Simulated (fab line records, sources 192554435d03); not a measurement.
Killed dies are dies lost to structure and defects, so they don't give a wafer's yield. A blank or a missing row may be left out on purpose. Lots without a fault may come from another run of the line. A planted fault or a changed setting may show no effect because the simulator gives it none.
fab line records | flow n5_finfet
record lots=24 wafers=72 last_day=19
route steps=1938 shown BEOL_M12@1632 BEOL_M13@1673 BEOL_M14@1729
lots that met no fault: from a run of the same line without faults
start_h: hours from the record's first day to the start of the lot's first wafer shown | wait_h: hours since the lot's step before | " the same as in the row above | L1.1+2: a row that stands for several wafers | - no value, or no start given | * or withheld: withheld | < > ~ a bound
route shown NAME@n: a module of which the file shows steps, and the number in the route of the first | usual: mean/standard deviation of fault-free wafers | same: alike in all rows | chamber/n: place in a boat | sites: the reading at each site | _std_site: their standard deviation | _edge_site: outer sites' mean less inner sites' | radius_mm: how far each site lies from the wafer's centre | mask NAME#n: copy n | behind: the tool/chamber that last shaped the wafer | hold: why the lot was held/for how many hours/how that ended | device: the transistor (n, p or np) that didn't switch | end of line: the same wafers' tests at the end of the route | a step without rows: its recipe alone | killed: dies lost to structure and defects at the first sort, not the wafer's yield | map: a wafer's dies, x killed, . not, _ none there
set.NAME: the setting as run; set.NAME@STEP: as run at that earlier step | model.NAME: the simulator's own value behind a step, which no gauge read
steps of the route over a sample of lots; a table a step, a row a wafer
services: from which hour (start_h, from the record's first day; less than 0 if before it) a tool's chamber was out of use, for how many hours, and why
## steps
# step N5_BEOL_M12_CD_MEAS_28
# recipe target_cd_nm=160.2 landing_energy_ev=500 detector=se_inlens polarity=opening
# usual cd_nm=160.3/1.6
# columns lot.wafer tool chamber start_h wait_h cd_nm
L074.1 cd_sem-02 0 234.69 - 161.0
L074.2 " 0 " " 161.4
L074.6 " 0 " " 159.6
L077.2 cd_sem-01 0 257.06 - 161.0
L077.3 " 0 " " 161.5
L077.5 " 0 " " 161.4
L075.2 cd_sem-01 0 264.30 - 162.7
L075.3 " 0 " " 160.7
L075.5 " 0 " " 161.9
L079.1 cd_sem-03 0 271.40 - 162.7
L079.3 " 0 " " 159.4
L079.4 " 0 " " 160.3
L078.3 cd_sem-01 0 271.61 - 158.4
L078.4 " 0 " " 160.1
L078.6 " 0 " " 160.2
L076.3 cd_sem-03 0 271.91 - 158.8
L076.4 " 0 " " 159.2
L076.5 " 0 " " 161.0
L082.1 cd_sem-03 0 296.85 - 163.9
L082.2 " 0 " " 161.4
L082.4 " 0 " " 162.9
L081.4 cd_sem-03 0 297.31 - 161.2
L081.5 " 0 " " 162.7
L081.6 " 0 " " 160.5
L083.1 cd_sem-01 0 308.58 - 157.5
L083.4 " 0 " " 159.9
L083.5 " 0 " " 158.8
L080.3 cd_sem-02 0 309.53 - 158.6
L080.4 " 0 " " 159.6
L080.5 " 0 " " 161.4
L085.1 cd_sem-03 0 311.80 - 161.8
L085.2 " 0 " " 161.6
L085.6 " 0 " " 158.0
L084.4 cd_sem-01 0 311.92 - 159.3
L084.5 " 0 " " 159.5
L084.6 " 0 " " 160.3
L086.2 cd_sem-01 0 325.36 - 162.9
L086.3 " 0 " " 162.0
L086.4 " 0 " " 159.4
L090.1 cd_sem-03 0 332.92 - 159.7
L090.2 " 0 " " 160.7
L090.4 " 0 " " 161.9
L087.2 cd_sem-02 0 351.56 - 162.3
L087.3 " 0 " " 161.5
L087.4 " 0 " " 162.9
L088.1 cd_sem-03 0 351.96 - 158.2
L088.3 " 0 " " 159.3
L088.5 " 0 " " 156.6
L089.2 cd_sem-02 0 353.42 - 161.4
L089.4 " 0 " " 160.2
L089.5 " 0 " " 162.3
L091.2 cd_sem-03 0 355.84 - 160.8
L091.4 " 0 " " 161.6
L091.5 " 0 " " 159.9
L092.1 cd_sem-01 0 382.47 - 161.3
L092.2 " 0 " " 162.3
L092.3 " 0 " " 162.4
L094.2 cd_sem-01 0 393.68 - 158.8
L094.3 " 0 " " 160.4
L094.4 " 0 " " 157.7
L093.1 cd_sem-02 0 400.56 - 159.6
L093.2 " 0 " " 159.2
L093.4 " 0 " " 159.8
L097.2 cd_sem-01 0 405.48 - 162.0
L097.4 " 0 " " 160.6
L097.6 " 0 " " 161.4
L096.2 cd_sem-02 0 409.10 - 160.0
L096.3 " 0 " " 159.0
L096.5 " 0 " " 159.8
L095.3 cd_sem-01 0 412.86 - 160.1
L095.4 " 0 " " 160.5
L095.5 " 0 " " 161.7
# step N5_BEOL_M12_SPUTTER_44
# recipe material=Ta target_thk_a=100 temp_c=50 bias_v=80 power_w=15000 chamber_pressure_pa=0.07 time_s=16.13
# usual throttle_valve_pct=29.2/1.3
# columns lot.wafer tool chamber start_h wait_h throttle_valve_pct
L074.1 pvd_sputter-03 - 236.58 0.0 29.2
L074.2 " - " " 29.3
L074.6 " - " " 29.5
L077.2 pvd_sputter-02 - 258.98 0.0 28.2
L077.3 " - " " 26.9
L077.5 " - " " 26.8
L075.2 pvd_sputter-02 - 267.64 0.0 28.6
L075.3 " - " " 30.8
L075.5 " - " " 26.5
L079.1 pvd_sputter-02 - 274.19 0.0 30.5
L079.3 " - " " 28.3
L079.4 " - " " 26.8
L078.3 pvd_sputter-02 - 274.82 0.0 28.4
L078.4 " - " " 30.3
L078.6 " - " " 30.6
L076.3 pvd_sputter-02 - 276.25 0.0 30.4
L076.4 " - " " 26.7
L076.5 " - " " 30.4
L082.1 pvd_sputter-01 - 306.51 0.0 28.6
L082.2 " - " " 30.1
L082.4 " - " " 30.0
L081.4 pvd_sputter-02 - 306.60 0.0 30.5
L081.5 " - " " 28.3
L081.6 " - " " 26.8
L083.1 pvd_sputter-02 - 310.11 0.0 30.2
L083.4 " - " " 30.7
L083.5 " - " " 30.6
L080.3 pvd_sputter-01 - 313.86 0.0 28.9
L080.4 " - " " 28.4
L080.5 " - " " 30.1
L085.1 pvd_sputter-03 - 314.62 0.0 29.9
L085.2 " - " " 30.0
L085.6 " - " " 30.3
L084.4 pvd_sputter-02 - 314.87 0.0 30.4
L084.5 " - " " 30.3
L084.6 " - " " 30.5
L086.2 pvd_sputter-01 - 329.38 0.0 28.7
L086.3 " - " " 28.6
L086.4 " - " " 30.3
L090.1 pvd_sputter-02 - 334.15 0.0 28.4
L090.2 " - " " 30.4
L090.4 " - " " 30.6
L087.2 pvd_sputter-03 - 354.07 0.0 28.8
L087.3 " - " " 30.1
L087.4 " - " " 30.1
L088.1 pvd_sputter-02 - 354.13 0.0 28.3
L088.3 " - " " 30.4
L088.5 " - " " 28.6
L089.2 pvd_sputter-01 - 357.62 0.0 29.0
L089.4 " - " " 29.8
L089.5 " - " " 28.7
L091.2 pvd_sputter-02 - 359.07 0.0 28.4
L091.4 " - " " 30.3
L091.5 " - " " 30.2
L092.1 pvd_sputter-03 - 387.38 0.0 30.2
L092.2 " - " " 29.0
L092.3 " - " " 29.6
L094.2 pvd_sputter-01 - 397.50 0.0 29.1
L094.3 " - " " 30.2
L094.4 " - " " 29.8
L093.1 pvd_sputter-02 - 403.65 0.0 30.4
L093.2 " - " " 30.4
L093.4 " - " " 26.8
L097.2 pvd_sputter-02 - 410.59 0.0 26.9
L097.4 " - " " 30.2
L097.6 " - " " 26.8
L096.2 pvd_sputter-03 - 410.76 0.0 29.1
L096.3 " - " " 29.9
L096.5 " - " " 29.3
L095.3 pvd_sputter-03 - 416.50 0.0 30.2
L095.4 " - " " 29.4
L095.5 " - " " 29.0
# step N5_BEOL_M13_ETCH_59
# recipe chemistry=N2/H2 target=BARC target_depth_a=890 overetch_a=267 time_s=67.9 ion_energy_ev=200 pressure_mtorr=30 source_w=840 bias_w=150 n2_flow_sccm=200 h2_flow_sccm=200
# usual bias_w=149.9/0.48 drypump_motor_current_A=6.1/0.48 oes_product_au=0.67/0.078 rf_vpp_V=523.5/2.6 showerhead_plenum_p_Torr=2.53/0.082 throttle_valve_pct=17.91/0.27
# columns lot.wafer tool chamber start_h wait_h bias_w drypump_motor_current_A oes_product_au rf_hours_counter_h rf_vpp_V showerhead_plenum_p_Torr throttle_valve_pct
L074.1 rie_diel-05 2 238.41 0.0 150.1 6.7 0.59 247 523.9 2.52 17.90
L074.2 " 1 " " 150.6 5.7 0.60 221 520.5 2.42 18.29
L074.6 " 0 " " 149.8 5.9 0.76 - 524.9 2.59 17.42
L077.2 rie_diel-06 1 260.81 0.0 150.2 5.7 0.64 165 520.0 2.45 17.74
L077.3 " 3 " " 149.7 5.6 0.60 190 528.1 2.63 18.05
L077.5 " 3 " " 149.1 5.6 0.60 - 527.7 2.63 18.04
L075.2 rie_diel-05 2 269.65 0.0 150.1 6.8 0.82 1 522.7 2.52 17.49
L075.3 " 3 " " 150.2 5.2 0.61 222 524.0 2.50 17.96
L075.5 " 1 " " 149.5 5.8 0.59 - 519.8 2.42 18.30
L079.1 rie_diel-05 1 275.90 0.0 150.2 5.7 0.60 232 520.1 2.42 18.30
L079.3 " 2 " " 149.9 6.7 0.82 2 523.6 2.52 17.48
L079.4 " 3 " " 149.5 5.2 0.61 224 522.9 2.50 17.97
L078.3 rie_diel-06 3 276.51 0.0 149.7 5.6 0.60 195 525.6 2.62 18.07
L078.4 " 0 " " 150.0 6.4 0.73 60 526.0 2.57 17.72
L078.6 " 1 " " 149.6 5.8 0.64 - 519.9 2.45 17.76
L076.3 rie_diel-05 1 278.23 0.0 149.4 5.7 0.60 233 518.6 2.42 18.30
L076.4 " 3 " " 149.7 5.2 0.61 225 523.2 2.50 17.98
L076.5 " 2 " " 150.3 6.7 0.80 - 523.3 2.52 17.49
L082.1 rie_diel-02 3 308.34 0.0 150.1 6.5 0.65 147 521.7 2.44 18.20
L082.2 " 1 " " 150.7 5.7 0.59 209 525.7 2.62 18.01
L082.4 " 1 " " 150.5 5.7 0.59 - 525.7 2.62 18.00
L081.4 rie_diel-06 0 308.61 0.0 150.1 6.4 0.72 - 524.9 2.57 17.72
L081.5 " 3 " " 149.9 5.6 0.60 - 526.2 2.62 18.07
L081.6 " 1 " " 148.9 5.8 0.64 - 520.9 2.45 17.76
L083.1 rie_diel-02 0 311.83 0.0 150.2 6.5 0.60 187 524.8 2.53 18.22
L083.4 " 1 " " 149.8 5.7 0.58 - 526.7 2.62 18.01
L083.5 " 3 " " 149.8 6.6 0.65 - 520.0 2.44 18.23
L080.3 rie_diel-02 0 315.72 0.0 149.6 6.6 0.61 188 523.8 2.53 18.24
L080.4 " 1 " " 149.9 5.7 0.59 - 526.1 2.62 17.99
L080.5 " 3 " " 149.9 6.5 0.64 - 520.6 2.44 18.23
L085.1 rie_diel-06 3 316.37 0.0 150.2 5.6 0.59 205 526.8 2.62 18.09
L085.2 " 1 " " 150.0 5.8 0.63 180 521.2 2.44 17.76
L085.6 " 1 " " 150.4 5.8 0.63 - 520.7 2.44 17.76
L084.4 rie_diel-02 1 316.67 0.0 149.6 5.7 0.59 - 525.5 2.62 18.01
L084.5 " 0 " " 149.5 6.5 0.60 - 522.1 2.53 18.24
L084.6 " 3 " " 150.3 6.5 0.65 - 521.4 2.44 18.23
L086.2 rie_diel-02 2 331.66 0.0 150.2 5.8 0.83 2 522.5 2.50 17.64
L086.3 " 1 " " 150.1 5.7 0.59 219 526.0 2.62 18.02
L086.4 " 0 " " 150.2 6.5 0.60 195 523.2 2.53 18.28
L090.1 rie_diel-02 3 335.99 0.0 150.4 6.5 0.64 158 521.1 2.44 18.24
L090.2 " 1 " " 149.6 5.7 0.59 221 525.8 2.62 18.01
L090.4 " 0 " " 150.5 6.5 0.61 196 524.0 2.53 18.25
L087.2 rie_diel-06 0 355.77 0.0 150.6 6.5 0.70 81 525.0 2.56 17.73
L087.3 " 1 " " 150.3 5.8 0.62 189 520.6 2.44 17.78
L087.4 " 2 " " 150.3 6.7 0.81 10 527.5 2.71 17.75
L088.1 rie_diel-06 2 356.16 0.0 150.2 6.7 0.80 11 529.4 2.71 17.74
L088.3 " 1 " " 149.4 5.8 0.62 190 519.8 2.44 17.79
L088.5 " 2 " " 149.5 6.7 0.81 - 527.9 2.71 17.75
L089.2 rie_diel-06 2 359.45 0.0 149.6 6.7 0.80 12 529.2 2.71 17.75
L089.4 " 2 " " 149.6 6.7 0.80 - 528.6 2.71 17.75
L089.5 " 0 " " 149.6 6.4 0.71 - 525.2 2.56 17.74
L091.2 rie_diel-02 2 360.77 0.0 149.9 5.9 0.81 10 523.5 2.50 17.66
L091.4 " 1 " " 150.0 5.7 0.59 226 525.1 2.61 18.03
L091.5 " 1 " " 149.4 5.7 0.59 - 526.7 2.61 18.03
L092.1 rie_diel-05 1 389.08 0.0 150.0 5.7 0.59 258 520.1 2.41 18.35
L092.2 " 0 " " 150.2 6.0 0.69 75 525.5 2.57 17.51
L092.3 " 3 " " 148.9 5.2 0.80 7 523.4 2.49 17.64
L094.2 rie_diel-06 0 399.23 0.0 150.5 6.4 0.69 96 525.0 2.56 17.78
L094.3 " 2 " " 149.1 6.7 0.80 17 529.6 2.71 17.77
L094.4 " 3 " " 150.2 5.6 0.58 228 526.3 2.61 18.11
L093.1 rie_diel-02 1 405.92 0.0 149.8 5.7 0.58 240 527.4 2.61 18.06
L093.2 " 0 " " 149.3 6.6 0.59 217 521.9 2.52 18.28
L093.4 " 2 " " 149.4 5.8 0.76 23 522.9 2.49 17.67
L097.2 rie_diel-05 2 412.42 0.0 150.2 6.8 0.73 36 523.5 2.50 17.54
L097.4 " 2 " " 149.5 6.7 0.74 - 520.8 2.50 17.56
L097.6 " 3 " " 150.0 5.2 0.78 - 524.0 2.49 17.67
L096.2 rie_diel-05 0 412.76 0.0 150.3 6.0 0.69 84 525.0 2.57 17.53
L096.3 " 2 " " 150.3 6.8 0.73 37 522.7 2.50 17.55
L096.5 " 2 " " 149.9 6.7 0.73 - 523.3 2.50 17.54
L095.3 rie_diel-06 1 418.55 0.0 150.1 5.8 0.61 210 520.7 2.43 17.81
L095.4 " 3 " " 149.7 5.6 0.59 233 525.7 2.61 18.12
L095.5 " 3 " " 150.3 5.6 0.58 - 525.8 2.61 18.13
# step N5_BEOL_M13_INSPECT_30
# recipe mode=adi inspect_instrument=macro
# usual raw_defect_count=2.1/1.5
# columns lot.wafer tool chamber start_h wait_h raw_defect_count
L074.1 defect_inspect-02 - 239.41 0.0 3
L074.2 " - " " 2
L074.6 " - " " 4
L077.2 defect_inspect-01 - 261.68 0.0 0
L077.3 " - " " 2
L077.5 " - " " 3
L075.2 defect_inspect-02 - 270.67 0.0 1
L075.3 " - " " 1
L075.5 " - " " 4
L079.1 defect_inspect-01 - 276.90 0.0 4
L079.3 " - " " 1
L079.4 " - " " 2
L078.3 defect_inspect-02 - 277.51 0.0 3
L078.4 " - " " 3
L078.6 " - " " 2
L076.3 defect_inspect-01 - 279.11 0.0 1
L076.4 " - " " 1
L076.5 " - " " 2
L082.1 defect_inspect-01 - 309.35 0.0 0
L082.2 " - " " 0
L082.4 " - " " 2
L081.4 defect_inspect-02 - 309.46 0.0 3
L081.5 " - " " 3
L081.6 " - " " 0
L083.1 defect_inspect-01 - 312.74 0.0 1
L083.4 " - " " 2
L083.5 " - " " 2
L080.3 defect_inspect-02 - 316.60 0.0 4
L080.4 " - " " 2
L080.5 " - " " 0
L085.1 defect_inspect-02 - 317.24 0.0 5
L085.2 " - " " 0
L085.6 " - " " 0
L084.4 defect_inspect-02 - 317.53 0.0 4
L084.5 " - " " 5
L084.6 " - " " 0
L086.2 defect_inspect-02 - 332.66 0.0 3
L086.3 " - " " 4
L086.4 " - " " 3
L090.1 defect_inspect-02 - 336.99 0.0 1
L090.2 " - " " 3
L090.4 " - " " 1
L087.2 defect_inspect-02 - 356.77 0.0 2
L087.3 " - " " 0
L087.4 " - " " 2
L088.1 defect_inspect-01 - 357.16 0.0 2
L088.3 " - " " 0
L088.5 " - " " 1
L089.2 defect_inspect-02 - 360.45 0.0 1
L089.4 " - " " 1
L089.5 " - " " 3
L091.2 defect_inspect-01 - 361.65 0.0 1
L091.4 " - " " 0
L091.5 " - " " 0
L092.1 defect_inspect-02 - 390.07 0.0 1
L092.2 " - " " 2
L092.3 " - " " 5
L094.2 defect_inspect-02 - 400.23 0.0 1
L094.3 " - " " 2
L094.4 " - " " 3
L093.1 defect_inspect-02 - 406.79 0.0 1
L093.2 " - " " 0
L093.4 " - " " 4
L097.2 defect_inspect-02 - 413.29 0.0 1
L097.4 " - " " 2
L097.6 " - " " 5
L096.2 defect_inspect-02 - 413.63 0.0 3
L096.3 " - " " 2
L096.5 " - " " 3
L095.3 defect_inspect-01 - 419.55 0.0 0
L095.4 " - " " 0
L095.5 " - " " 1
# step N5_BEOL_M13_DEP_53
# recipe material=SiCN target_thk_a=500 temp_c=withheld precursor=3MS/NH3 pressure_torr=3 rf_w=675 time_s=17.8
# usual showerhead_plenum_p_Torr=4.150/0.023 throttle_valve_pct=18.4/0.89
# columns lot.wafer tool chamber start_h wait_h showerhead_plenum_p_Torr throttle_valve_pct
L074.1 pecvd-03 1 243.72 0.0 4.175 19.3
L074.2 " 2 " " 4.170 17.5
L074.6 " 1 " " 4.165 19.1
L077.2 pecvd-04 0 264.66 0.0 4.093 18.2
L077.3 " 0 " " 4.101 18.5
L077.5 " 2 " " 4.170 18.6
L075.2 pecvd-04 2 272.98 0.0 4.147 18.5
L075.3 " 1 " " 4.138 18.6
L075.5 " 0 " " 4.102 18.3
L079.1 pecvd-04 0 279.20 0.0 4.098 18.1
L079.3 " 2 " " 4.144 18.6
L079.4 " 1 " " 4.128 18.7
L078.3 pecvd-03 2 279.87 0.0 4.159 17.6
L078.4 " 0 " " 4.155 17.9
L078.6 " 2 " " 4.173 17.3
L076.3 pecvd-01 1 283.37 0.0 4.169 20.5
L076.4 " 0 " " 4.155 17.6
L076.5 " 0 " " 4.139 17.2
L082.1 pecvd-03 1 311.47 0.0 4.170 19.3
L082.2 " 0 " " 4.148 18.2
L082.4 " 1 " " 4.167 19.3
L081.4 pecvd-03 0 313.64 0.0 4.146 18.1
L081.5 " 2 " " 4.172 17.7
L081.6 " 1 " " 4.153 19.1
L083.1 pecvd-03 2 316.47 0.0 4.172 17.7
L083.4 " 2 " " 4.171 17.8
L083.5 " 0 " " 4.156 18.2
L080.3 pecvd-04 2 320.65 0.0 4.161 18.8
L080.4 " 1 " " 4.133 18.6
L080.5 " 2 " " 4.159 18.7
L085.1 pecvd-01 0 320.89 0.0 4.146 17.2
L085.2 " 1 " " 4.177 20.3
L085.6 " 1 " " 4.182 20.1
L084.4 pecvd-03 1 322.96 0.0 4.168 19.2
L084.5 " 2 " " 4.176 17.8
L084.6 " 0 " " 4.151 17.9
L086.2 pecvd-03 0 335.65 0.0 4.142 18.0
L086.3 " 0 " " 4.154 18.0
L086.4 " 1 " " 4.171 19.2
L090.1 pecvd-01 1 341.61 0.0 4.173 20.6
L090.2 " 0 " " 4.153 17.4
L090.4 " 2 " " 4.163 17.8
L087.2 pecvd-03 1 360.45 0.0 4.153 19.4
L087.3 " 2 " " 4.171 17.8
L087.4 " 1 " " 4.167 19.5
L088.1 pecvd-04 0 360.84 0.0 4.100 18.4
L088.3 " 2 " " 4.161 18.9
L088.5 " 2 " " 4.155 18.4
L089.2 pecvd-01 1 363.79 0.0 4.176 20.3
L089.4 " 2 " " 4.152 18.0
L089.5 " 0 " " 4.147 17.2
L091.2 pecvd-03 1 364.54 0.0 4.157 19.3
L091.4 " 0 " " 4.143 17.9
L091.5 " 2 " " 4.160 18.0
L092.1 pecvd-04 2 393.14 0.0 4.151 18.6
L092.2 " 0 " " 4.099 18.0
L092.3 " 2 " " 4.161 19.1
L094.2 pecvd-03 0 405.11 0.0 4.145 18.0
L094.3 " 0 " " 4.144 18.1
L094.4 " 1 " " 4.153 19.0
L093.1 pecvd-03 1 409.73 0.0 4.161 19.1
L093.2 " 2 " " 4.174 17.9
L093.4 " 0 " " 4.144 17.9
L097.2 pecvd-04 1 419.45 0.0 4.122 16.1
L097.4 " 2 " " 4.145 18.8
L097.6 " 1 " " 4.126 16.2
L096.2 pecvd-04 0 419.74 0.0 4.104 18.1
L096.3 " 1 " " 4.123 16.0
L096.5 " 1 " " 4.120 15.7
L095.3 pecvd-01 2 422.65 0.0 4.156 18.0
L095.4 " 0 " " 4.144 17.8
L095.5 " 2 " " 4.172 17.9
# step N5_BEOL_M14_DESCUM_15
# recipe chemistry=O2 time_s=7.9 source_power_w=50 bias_power_w=20 pressure_mtorr=20 rf_frequency_hz=2.712e+07 temp_c=40 o2_flow_sccm=225
# usual drypump_motor_current_A=5.50/0.26 oes_product_au=0.83/0.1 rf_vpp_V=243.1/1.5 showerhead_plenum_p_Torr=2.09/0.082 throttle_valve_pct=20.23/0.23
# columns lot.wafer tool chamber start_h wait_h drypump_motor_current_A oes_product_au rf_hours_counter_h rf_vpp_V showerhead_plenum_p_Torr throttle_valve_pct
L074.1 rie_diel-03 0 244.56 0.0 5.84 0.90 35 243.2 2.13 19.86
L074.2 " 3 " " 5.44 0.83 77 244.4 2.14 20.63
L074.6 " 1 " " 5.85 0.99 - 244.7 2.15 20.38
L077.2 rie_diel-04 0 265.51 0.0 5.54 0.70 248 242.2 2.06 20.44
L077.3 " 1 " " 5.91 0.70 229 241.2 1.97 20.34
L077.5 " 1 " " 5.93 0.70 - 241.8 1.97 20.33
L075.2 rie_diel-04 1 273.69 0.0 5.92 0.70 234 241.0 1.97 20.34
L075.3 " 0 " " 5.52 0.69 253 241.9 2.06 20.46
L075.5 " 0 " " 5.55 0.69 - 241.8 2.06 20.44
L079.1 rie_diel-01 2 279.91 0.0 5.77 0.71 216 241.9 1.98 20.50
L079.3 " 0 " " 5.34 0.67 247 243.8 2.14 20.43
L079.4 " 2 " " 5.78 0.70 - 240.4 1.98 20.53
L078.3 rie_diel-01 2 280.71 0.0 5.77 0.71 216 242.1 1.98 20.52
L078.4 " 2 " " 5.77 0.71 - 241.8 1.98 20.50
L078.6 " 0 " " 5.32 0.67 - 244.4 2.14 20.44
L076.3 rie_diel-04 3 284.21 0.0 5.21 0.71 215 243.5 2.06 20.39
L076.4 " 0 " " 5.53 0.69 - 242.1 2.06 20.46
L076.5 " 3 " " 5.20 0.71 - 242.4 2.06 20.38
L082.1 rie_diel-03 2 312.51 0.4 4.94 0.85 64 243.8 2.22 20.53
L082.2 " 0 " " 5.85 0.87 50 244.1 2.12 19.91
L082.4 " 3 " " 5.44 0.80 100 243.6 2.14 20.66
L081.4 rie_diel-04 3 314.36 0.0 5.22 0.71 - 242.8 2.06 20.40
L081.5 " 0 " " 5.53 1.01 - 243.3 2.06 19.99
L081.6 " 2 " " 5.42 0.91 - 242.6 2.05 19.96
L083.1 rie_diel-01 1 317.19 0.0 5.65 0.95 10 246.1 2.24 20.04
L083.4 " 2 " " 5.77 0.69 231 241.5 1.97 20.54
L083.5 " 0 " " 5.34 0.98 - 243.3 2.13 19.95
L080.3 rie_diel-04 3 321.51 0.0 5.21 0.69 230 243.2 2.06 20.40
L080.4 " 2 " " 5.43 0.90 - 243.8 2.04 19.97
L080.5 " 3 " " 5.21 0.70 - 241.3 2.06 20.41
L085.1 rie_diel-01 1 321.77 0.1 5.67 0.95 12 245.2 2.24 20.05
L085.2 " 0 " " 5.34 0.98 5 243.8 2.13 19.97
L085.6 " 3 " " 5.26 0.81 - 242.8 2.01 20.20
L084.4 rie_diel-04 3 323.68 0.0 5.20 0.70 - 242.5 2.06 20.41
L084.5 " 0 " " 5.52 0.97 - 242.5 2.06 19.99
L084.6 " 2 " " 5.41 0.90 - 241.7 2.04 19.96
L086.2 rie_diel-04 2 336.67 0.2 5.40 0.90 46 243.2 2.04 19.97
L086.3 " 0 " " 5.53 0.95 10 241.0 2.05 20.00
L086.4 " 3 " " 5.21 0.68 237 243.0 2.06 20.41
L090.1 rie_diel-01 0 342.32 0.0 5.34 0.95 12 244.2 2.13 20.01
L090.2 " 2 " " 5.77 0.70 241 240.8 1.97 20.57
L090.4 " 1 " " 5.63 0.92 20 245.2 2.23 20.06
L087.2 rie_diel-04 3 361.16 0.0 5.23 0.68 243 242.4 2.05 20.41
L087.3 " 1 " " 5.92 0.93 7 245.4 2.22 20.08
L087.4 " 2 " " 5.40 0.88 52 242.7 2.04 19.98
L088.1 rie_diel-04 3 361.91 0.3 5.24 0.68 243 243.8 2.05 20.43
L088.3 " 1 " " 5.90 0.94 8 247.2 2.22 20.07
L088.5 " 3 " " 5.24 0.68 - 242.3 2.05 20.42
L089.2 rie_diel-03 1 364.63 0.0 5.84 0.87 43 243.9 2.13 20.45
L089.4 " 3 " " 5.43 0.79 116 243.5 2.13 20.73
L089.5 " 2 " " 4.95 0.84 - 246.3 2.22 20.58
L091.2 rie_diel-01 2 365.38 0.0 5.78 0.69 249 240.1 1.97 20.57
L091.4 " 0 " " 5.34 0.92 19 244.3 2.13 20.01
L091.5 " 0 " " 5.35 0.93 - 244.4 2.13 19.99
L092.1 rie_diel-01 3 394.13 0.2 5.23 0.78 117 241.0 2.00 20.24
L092.2 " 0 " " 5.32 0.90 32 241.6 2.12 20.02
L092.3 " 2 " " 5.78 1.00 0 244.3 2.23 20.19
L094.2 rie_diel-04 0 405.98 0.0 5.53 0.90 32 242.4 2.05 20.04
L094.3 " 2 " " 5.41 0.85 67 240.9 2.03 20.00
L094.4 " 2 " " 5.41 0.86 - 243.9 2.03 20.01
L093.1 rie_diel-03 0 410.57 0.0 5.84 0.82 82 244.7 2.11 19.92
L093.2 " 3 " " 5.45 0.77 131 242.3 2.12 20.72
L093.4 " 1 " " 5.86 0.85 56 243.3 2.13 20.46
L097.2 rie_diel-01 2 420.29 0.0 5.79 0.93 8 244.9 2.23 20.18
L097.4 " 1 " " 5.64 0.88 49 245.7 2.22 20.13
L097.6 " 2 " " 5.78 0.95 - 245.2 2.23 20.20
L096.2 rie_diel-04 2 420.83 0.3 5.40 0.84 73 242.9 2.03 20.02
L096.3 " 1 " " 5.89 0.88 29 244.1 2.21 20.10
L096.5 " 1 " " 5.91 0.88 - 245.8 2.21 20.11
L095.3 rie_diel-01 3 423.49 0.0 5.23 0.77 127 241.4 1.99 20.25
L095.4 " 0 " " 5.34 0.88 43 244.3 2.12 20.05
L095.5 " 3 " " 5.24 0.77 - 241.8 1.99 20.24
## services
# columns tool chamber start_h hours kind
rie_diel-06 3 216.58 5.0 repair
rie_diel-04 1 232.60 8.5 repair
rie_diel-01 3 236.72 4.0 repair
rie_diel-06 1 240.99 8.6 repair
rie_diel-04 2 262.52 29.1 repair
pecvd-01 1 276.42 5.0 repair
pecvd-03 2 282.52 4.5 repair
pecvd-03 - 284.37 1.2 repair
rie_diel-03 0 285.15 18.7 repair
rie_diel-04 0 291.63 - clean
rie_diel-04 0 291.63 - consumable_replace:focus_ring
rie_diel-04 0 291.63 22.6 scheduled_down
rie_diel-04 0 291.63 22.6 vent_cycle
pecvd-03 0 303.21 2.1 scheduled_down
rie_diel-04 1 314.27 - clean
rie_diel-04 1 314.27 - consumable_replace:focus_ring
rie_diel-06 1 319.92 6.7 repair
pecvd-01 - 350.02 2.8 repair
rie_diel-06 3 357.07 4.4 repair
rie_diel-03 2 360.21 3.0 repair
rie_diel-05 2 361.93 29.1 repair
pvd_sputter-01 - 370.77 4.7 repair
rie_diel-04 3 400.12 6.5 repair
rie_diel-03 - 404.61 0.9 repair
## key
fault none
